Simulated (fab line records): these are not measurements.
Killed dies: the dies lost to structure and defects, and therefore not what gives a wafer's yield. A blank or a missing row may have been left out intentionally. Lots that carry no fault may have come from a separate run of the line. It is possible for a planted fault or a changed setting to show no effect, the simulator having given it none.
fab line records -- flow n5_finfet
[record] lots = 7, wafers = 19, last_day = 19
route steps=1938 shown BEOL_M3@1004 BEOL_M4@1111
lots that met no fault: taken from a fault-free run of the same line
start_h: the number of hours between the record's first day and the start of the first shown wafer of the lot -- wait_h: hours elapsed since this lot's preceding step -- " repeats the value in the row above -- L1.1+2: a row that stands for several wafers -- - value missing, or start not given -- * or withheld: withheld -- < > ~ a bound
route shown NAME@n: NAME is a module with steps in the file, n the number in the route of the first one -- usual: the fault-free wafers' mean and standard deviation -- same: alike in all rows -- chamber/n: place in a boat -- sites: each site's reading -- _std_site: standard deviation of those values -- _edge_site: outer sites' mean less inner sites' -- radius_mm: how far each site lies from the wafer's centre -- mask NAME#n: copy n -- behind: the most recent tool/chamber to have shaped the wafer -- hold: the reason the lot was held/the length of the hold in hours/how it ended -- device: which transistor (n, p or np) failed to switch -- end of line: the same wafers' tests at the end of the route -- a step without rows: its recipe alone -- killed: dies lost to structure and defects at the first sort, not the wafer's yield -- map: shows each die of a wafer: x if killed, . if not, _ if none is there
set.NAME: the run value of the setting; set.NAME@STEP: its run value at that earlier step -- model.NAME: the simulator's own value behind a step, which no gauge read
certain route steps with their lots: each step a table, each wafer a row
services: the hour from which a tool's chamber was out of use, counted from the record's first day as start_h (under 0 if before that day), plus the number of hours and why
[[steps]]
[step N5_BEOL_M3_SPUTTER_90]
[recipe] material = Cu, target_thk_a = 45, temp_c = -20, chamber_pressure_pa = 0.07, power_w = withheld, time_s = 8.29
[step N5_BEOL_M3_ANNEAL_91]
[recipe] temp_c = 400, time_s = 240, ambient = vacuum
[step N5_BEOL_M3_SPUTTER_92]
[recipe] material = Cu, target_thk_a = 45, temp_c = -20, chamber_pressure_pa = 0.07, power_w = withheld, time_s = 8.29
[usual] susceptor_temp_C = -20.00/0.1, throttle_valve_pct = 30.7/0.96
lot.wafer,tool,chamber,start_h,wait_h,susceptor_temp_C,throttle_valve_pct
L390.3,pvd_sputter-03,-,204.91,0.1,-20.14,31.3
L390.4,pvd_sputter-03,-,204.91,0.1,-20.04,29.1
L390.5,pvd_sputter-03,-,204.91,0.1,-20.06,30.8
L393.1,pvd_sputter-03,-,227.89,0.1,-19.89,30.5
L393.4,pvd_sputter-03,-,227.89,0.1,-20.08,30.6
L393.6,pvd_sputter-03,-,227.89,0.1,-19.90,31.2
L398.1,pvd_sputter-02,-,253.99,0.1,-19.99,32.2
L398.3,pvd_sputter-02,-,253.99,0.1,-19.78,30.2
L398.4,pvd_sputter-02,-,253.99,0.1,-19.94,31.5
L397.3,pvd_sputter-02,-,264.21,0.1,-20.10,30.5
L397.4,pvd_sputter-02,-,264.21,0.1,-20.00,31.7
L399.1,pvd_sputter-01,-,274.02,0.1,-19.92,30.7
L399.3,pvd_sputter-01,-,274.02,0.1,-19.89,31.9
L399.6,pvd_sputter-01,-,274.02,0.1,-19.89,30.7
L400.5,pvd_sputter-03,-,282.95,0.0,-20.00,31.2
L400.6,pvd_sputter-03,-,282.95,0.0,-19.98,29.1
L405.2,pvd_sputter-03,-,304.35,0.1,-20.02,28.6
L405.3,pvd_sputter-03,-,304.35,0.1,-19.99,31.1
L405.6,pvd_sputter-03,-,304.35,0.1,-19.96,30.5
[step N5_BEOL_M3_ANNEAL_93]
[recipe] temp_c = 400, time_s = 240, ambient = vacuum
[step N5_BEOL_M3_SPUTTER_94]
[recipe] material = Cu, target_thk_a = 45, temp_c = -20, chamber_pressure_pa = 0.07, power_w = withheld, time_s = 8.29
[usual] susceptor_temp_C = -20.00/0.098, throttle_valve_pct = 30.7/0.96
lot.wafer,tool,chamber,start_h,wait_h,susceptor_temp_C,throttle_valve_pct
L390.3,pvd_sputter-03,-,205.13,0.1,-20.02,31.5
L390.4,pvd_sputter-03,-,205.13,0.1,-19.95,29.1
L390.5,pvd_sputter-03,-,205.13,0.1,-19.99,30.9
L393.1,pvd_sputter-03,-,228.11,0.1,-20.01,30.5
L393.4,pvd_sputter-03,-,228.11,0.1,-19.89,30.8
L393.6,pvd_sputter-03,-,228.11,0.1,-19.98,31.3
L398.1,pvd_sputter-02,-,254.21,0.1,-19.94,32.0
L398.3,pvd_sputter-02,-,254.21,0.1,-19.83,30.5
L398.4,pvd_sputter-02,-,254.21,0.1,-20.03,31.6
L397.3,pvd_sputter-02,-,264.43,0.1,-20.16,30.1
L397.4,pvd_sputter-02,-,264.43,0.1,-20.08,31.6
L399.1,pvd_sputter-01,-,274.24,0.1,-19.92,30.9
L399.3,pvd_sputter-01,-,274.24,0.1,-19.85,32.0
L399.6,pvd_sputter-01,-,274.24,0.1,-19.88,30.8
L400.5,pvd_sputter-03,-,283.17,0.0,-19.99,31.1
L400.6,pvd_sputter-03,-,283.17,0.0,-20.03,28.8
L405.2,pvd_sputter-03,-,304.57,0.1,-20.04,28.9
L405.3,pvd_sputter-03,-,304.57,0.1,-20.01,31.2
L405.6,pvd_sputter-03,-,304.57,0.1,-19.94,30.4
[step N5_BEOL_M3_ANNEAL_95]
[recipe] temp_c = 400, time_s = 240, ambient = vacuum
[step N5_BEOL_M3_SPUTTER_96]
[recipe] material = Cu, target_thk_a = 45, temp_c = -20, chamber_pressure_pa = 0.07, power_w = withheld, time_s = 8.29
[usual] susceptor_temp_C = -20.01/0.1, throttle_valve_pct = 30.7/0.97
lot.wafer,tool,chamber,start_h,wait_h,susceptor_temp_C,throttle_valve_pct
L390.3,pvd_sputter-03,-,205.35,0.1,-19.99,31.2
L390.4,pvd_sputter-03,-,205.35,0.1,-19.88,28.8
L390.5,pvd_sputter-03,-,205.35,0.1,-19.93,31.0
L393.1,pvd_sputter-03,-,228.33,0.1,-20.00,30.4
L393.4,pvd_sputter-03,-,228.33,0.1,-19.93,30.8
L393.6,pvd_sputter-03,-,228.33,0.1,-19.93,31.1
L398.1,pvd_sputter-02,-,254.43,0.1,-19.94,32.3
L398.3,pvd_sputter-02,-,254.43,0.1,-20.08,30.1
L398.4,pvd_sputter-02,-,254.43,0.1,-20.00,31.7
L397.3,pvd_sputter-02,-,264.65,0.1,-19.94,30.1
L397.4,pvd_sputter-02,-,264.65,0.1,-19.89,31.7
L399.1,pvd_sputter-01,-,274.46,0.1,-19.89,30.8
L399.3,pvd_sputter-01,-,274.46,0.1,-19.90,32.2
L399.6,pvd_sputter-01,-,274.46,0.1,-19.82,30.9
L400.5,pvd_sputter-03,-,283.39,0.0,-19.92,31.3
L400.6,pvd_sputter-03,-,283.39,0.0,-19.88,28.8
L405.2,pvd_sputter-03,-,304.79,0.1,-19.95,28.7
L405.3,pvd_sputter-03,-,304.79,0.1,-20.21,31.2
L405.6,pvd_sputter-03,-,304.79,0.1,-19.97,30.5
[step N5_BEOL_M3_ECD_50]
[recipe] material = Cu, target_thk_a = 3000
[step N5_BEOL_M3_ANNEAL_51]
[recipe] temp_c = 225, time_s = 90, ambient = N2
[step N5_BEOL_M3_CMP_52]
[recipe] stop_on = SiOC, t_overpolish_s = 6.8, down_force_psi = 1, platen_rpm = 50, clearing_platen_down_force_psi = 1.5, clearing_platen_rpm = 50, post_cmp_clean = cu_alkaline, target_thk_nm = 40, clearing_platen_pad_velocity_m_s = 0.99484, pad_velocity_m_s = 0.99484
[usual] barrier_field_endpoint_s = 24.5/0.6, motor_current_A = 6.0/0.91, overpolish_run_s = 6.799/0.0089, pad_life_wafers = 1074/620, time_to_endpoint_s = 61.4/2.5
lot.wafer,tool,chamber,start_h,wait_h,barrier_field_endpoint_s,motor_current_A,overpolish_run_s,pad_life_wafers,time_to_endpoint_s
L390.3,cmp-01,3,207.09,0.2,25.0,5.2,6.805,1262,64.8
L390.4,cmp-01,0,207.09,0.2,25.0,5.4,6.817,1263,63.6
L390.5,cmp-01,2,207.09,0.2,24.4,5.6,6.786,-,63.1
L393.1,cmp-02,3,230.00,0.3,24.5,6.3,6.807,962,60.8
L393.4,cmp-02,0,230.00,0.3,24.5,6.5,6.806,963,61.6
L393.6,cmp-02,2,230.00,0.3,24.4,5.9,6.797,-,59.4
L398.1,cmp-03,1,255.20,0.3,23.2,6.3,6.813,348,58.7
L398.3,cmp-03,2,255.20,0.3,24.5,6.3,6.785,349,62.0
L398.4,cmp-03,0,255.20,0.3,24.0,7.9,6.775,351,62.0
L397.3,cmp-02,0,265.18,0.2,25.8,6.5,6.796,1261,64.1
L397.4,cmp-02,2,265.18,0.2,25.1,6.0,6.799,1263,58.9
L399.3,cmp-03,0,275.00,0.2,23.9,8.2,6.816,493,58.9
L399.1,cmp-03,1,275.00,0.2,23.9,5.7,6.794,494,57.9
L399.6,cmp-03,3,275.00,0.2,24.7,4.7,6.799,-,64.7
L400.5,cmp-01,2,284.00,0.2,23.8,5.7,6.799,-,57.3
L400.6,cmp-01,3,284.00,0.2,25.0,5.4,6.800,-,63.6
L405.2,cmp-01,2,305.32,0.2,23.8,5.9,6.788,1963,60.3
L405.3,cmp-01,3,305.32,0.2,25.7,5.3,6.799,1964,64.2
L405.6,cmp-01,1,305.32,0.2,25.0,6.0,6.788,-,63.8
[step N5_BEOL_M3_THK_MEAS_53]
[recipe] thk_meas_gauge = xrf, reads = Cu_of_BEOL_M3_ECD_50
[usual] M3_THK = 38.9/1.5
lot.wafer,tool,chamber,start_h,wait_h,M3_THK[nm]
L390.3,film_metro-02,-,207.31,-,38.9
L390.4,film_metro-02,-,207.31,-,40.8
L390.5,film_metro-02,-,207.31,-,38.5
L393.1,film_metro-02,-,230.22,-,39.2
L393.4,film_metro-02,-,230.22,-,39.4
L393.6,film_metro-02,-,230.22,-,38.4
L398.1,film_metro-02,-,255.49,-,37.7
L398.3,film_metro-02,-,255.49,-,37.1
L398.4,film_metro-02,-,255.49,-,39.0
L397.3,film_metro-01,-,265.44,-,39.1
L397.4,film_metro-01,-,265.44,-,39.3
L399.1,film_metro-02,-,275.25,-,38.0
L399.3,film_metro-02,-,275.25,-,38.5
L399.6,film_metro-02,-,275.25,-,40.4
L400.5,film_metro-02,-,284.14,-,39.6
L400.6,film_metro-02,-,284.14,-,42.0
L405.2,film_metro-01,-,305.59,0.2,36.7
L405.3,film_metro-01,-,305.59,0.2,39.6
L405.6,film_metro-01,-,305.59,0.2,39.4
[step N5_BEOL_M3_PRE_CLEAN_60]
[recipe] gas = NH3/H2, time_s = 15, temp_c = *, rf_power_w = 300
[usual] heater_power_w = 84/13, susceptor_temp_C = *
lot.wafer,tool,chamber,start_h,wait_h,heater_power_w,susceptor_temp_C
L390.3,cvd_co-02,1,207.34,0.0,87,*
L390.4,cvd_co-02,1,207.34,0.0,85,*
L390.5,cvd_co-02,2,207.34,0.0,68,*
L393.1,cvd_co-01,2,230.26,0.0,79,*
L393.4,cvd_co-01,0,230.26,0.0,108,*
L393.6,cvd_co-01,2,230.26,0.0,77,*
L398.1,cvd_co-02,1,255.53,0.0,86,*
L398.3,cvd_co-02,2,255.53,0.0,67,*
L398.4,cvd_co-02,0,255.53,0.0,83,*
L397.3,cvd_co-02,1,265.50,0.1,87,*
L397.4,cvd_co-02,2,265.50,0.1,67,*
L399.1,cvd_co-02,1,275.29,0.0,87,*
L399.3,cvd_co-02,0,275.29,0.0,81,*
L399.6,cvd_co-02,0,275.29,0.0,82,*
L400.5,cvd_co-02,1,284.20,0.1,86,*
L400.6,cvd_co-02,0,284.20,0.1,85,*
L405.2,cvd_co-01,0,305.63,0.0,112,*
L405.3,cvd_co-01,1,305.63,0.0,79,*
L405.6,cvd_co-01,2,305.63,0.0,78,*
[step N5_BEOL_M3_CO_CAP_55]
[recipe] material = Co, target_thk_a = 20, temp_c = 200, precursor = CCTBA/H2, pressure_torr = 30, time_s = 102.1
[usual] heater_power_w = 235/16, run_length_s = 125.0/0.51, susceptor_temp_C = 200.00/0.16
lot.wafer,tool,chamber,start_h,wait_h,heater_power_w,run_length_s,susceptor_temp_C,model.Co_of_BEOL_M3_CO_CAP_55.thk_nm
L390.3,cvd_co-02,1,207.38,0.0,227,125.3,199.81,2
L390.4,cvd_co-02,1,207.38,0.0,240,124.7,199.94,2
L390.5,cvd_co-02,2,207.38,0.0,213,125.1,199.89,2.2
L393.1,cvd_co-01,2,230.30,0.0,230,124.9,200.33,1.8
L393.4,cvd_co-01,0,230.30,0.0,262,123.9,200.15,2
L393.6,cvd_co-01,2,230.30,0.0,231,125.0,200.19,2
L398.1,cvd_co-02,1,255.57,0.0,238,125.2,200.09,2.2
L398.3,cvd_co-02,2,255.57,0.0,213,125.5,200.27,2
L398.4,cvd_co-02,0,255.57,0.0,231,125.2,199.87,2
L397.3,cvd_co-02,1,265.54,0.0,240,125.5,199.92,1.8
L397.4,cvd_co-02,2,265.54,0.0,212,97.6,-,1.4
L399.1,cvd_co-02,1,275.33,0.0,238,124.7,199.72,2
L399.3,cvd_co-02,0,275.33,0.0,232,125.5,200.15,2
L399.6,cvd_co-02,0,275.33,0.0,228,97.6,-,1.4
L400.5,cvd_co-02,1,284.25,0.0,244,124.7,199.93,2
L400.6,cvd_co-02,0,284.25,0.0,234,97.7,-,1.4
L405.2,cvd_co-01,0,305.67,0.0,262,123.9,199.98,2
L405.3,cvd_co-01,1,305.67,0.0,235,125.1,199.99,2.2
L405.6,cvd_co-01,2,305.67,0.0,227,125.0,199.95,2.2
[step N5_BEOL_M3_PRE_CLEAN_56]
[recipe] gas = NH3, time_s = 15, temp_c = withheld, rf_power_w = 300
[step N5_BEOL_M4_RC_MEAS_101]
[usual] DIBL_N = 35.1/1.6, DIBL_P = 34.9/1.8, IOFF_N = 0.143/0.026, IOFF_P = 0.21/0.037, ION_N = 671/11, ION_P = 463/7.8, SS_N = 71.2/0.58, SS_P = 73.0/0.54, VT_N = 251/3, VT_P = -250/4.1
lot.wafer,tool,chamber,start_h,wait_h,DIBL_N[mV/V],DIBL_P[mV/V],IOFF_N[nA/um],IOFF_P[nA/um],ION_N[uA/um],ION_P[uA/um],SS_N[mV/dec],SS_P[mV/dec],VT_N[mV],VT_P[mV]
L390.3,prober-01,0,241.31,0.3,33.0,33.6,0.117,0.19,669,462,70.5,72.8,251,-250
L390.4,prober-01,0,241.31,0.3,33.4,33.3,0.120,0.18,675,469,71.3,72.7,255,-251
L390.5,prober-01,0,241.31,0.3,35.6,37.2,0.155,0.23,681,468,72.3,73.7,253,-249
L393.1,prober-02,0,248.35,0.0,36.0,35.9,0.159,0.22,675,464,71.9,72.9,251,-250
L393.4,prober-02,0,248.35,0.0,36.1,35.9,0.161,0.22,676,470,71.7,73.7,249,-250
L393.6,prober-02,0,248.35,0.0,34.4,34.1,0.135,0.19,672,458,70.9,72.9,251,-255
L398.1,prober-01,0,280.61,0.0,36.9,36.7,0.174,0.25,670,459,71.6,73.6,249,-246
L398.3,prober-01,0,280.61,0.0,38.4,36.5,0.190,0.23,670,458,72.7,73.3,248,-250
L398.4,prober-01,0,280.61,0.0,36.3,35.9,0.160,0.22,676,472,71.8,72.9,249,-248
L397.3,prober-02,0,283.86,0.4,33.6,34.5,0.133,0.19,675,463,70.5,73.1,251,-251
L397.4,prober-02,0,283.86,0.4,33.7,34.6,0.126,0.20,667,461,71.0,73.0,253,-253
L399.1,prober-01,0,291.93,0.0,37.3,34.9,0.152,0.24,649,459,72.4,73.5,255,-245
L399.3,prober-01,0,291.93,0.0,37.2,36.5,0.166,0.26,675,470,71.6,73.6,249,-247
L399.6,prober-01,0,291.93,0.0,37.0,36.0,0.153,0.27,668,470,71.2,73.7,253,-244
L400.5,prober-02,0,312.01,0.6,36.4,35.6,0.141,0.20,661,460,70.5,73.8,252,-253
L400.6,prober-02,0,312.01,0.6,34.8,33.8,0.121,0.18,674,464,70.5,72.9,251,-254
L405.2,prober-02,0,331.17,0.2,36.4,37.7,0.172,0.23,687,467,71.1,73.7,247,-249
L405.3,prober-02,0,331.17,0.2,36.6,38.5,0.183,0.24,691,461,71.9,74.1,248,-250
L405.6,prober-02,0,331.17,0.2,36.3,37.8,0.191,0.23,674,461,71.6,73.0,244,-250
[[services]]
tool,chamber,start_h,hours,kind
cmp-02,-,190.77,2.5,repair
cmp-03,-,203.97,4.0,pm
cmp-03,-,207.97,-,consumable_replace:conditioner
cmp-03,-,207.97,-,consumable_replace:pad
cmp-01,-,237.79,4.5,repair
cmp-03,-,248.53,0.6,repair
cvd_co-02,-,254.53,0.8,repair
pvd_sputter-03,-,256.81,10.5,repair
cmp-01,-,271.38,4.5,repair
cvd_co-02,1,301.81,3.3,repair
[[key]]
[first_sign] step = N5_BEOL_M3_CO_CAP_55, reading = run_length_s, direction = down, sigmas = 53, usual = *, struck = *
effect none on later readings
[model_effect] step = N5_BEOL_M3_CO_CAP_55, value = Co_of_BEOL_M3_CO_CAP_55.thk_nm, without = 2, struck = 1.4
met_at N5_BEOL_M3_CO_CAP_55
struck_wafers L397.4,L399.6,L400.6
onset_between 255.57 265.54
[fault] kind = process_parameter_drift, tool = cvd_co-02, chamber = -, onset_h = 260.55, steps = N5_BEOL_M3_CO_CAP_55, channel = time_s, offset = *, shape = step, end_h = 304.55, scope = struck_wafers_only, acts_in = *, stated = *
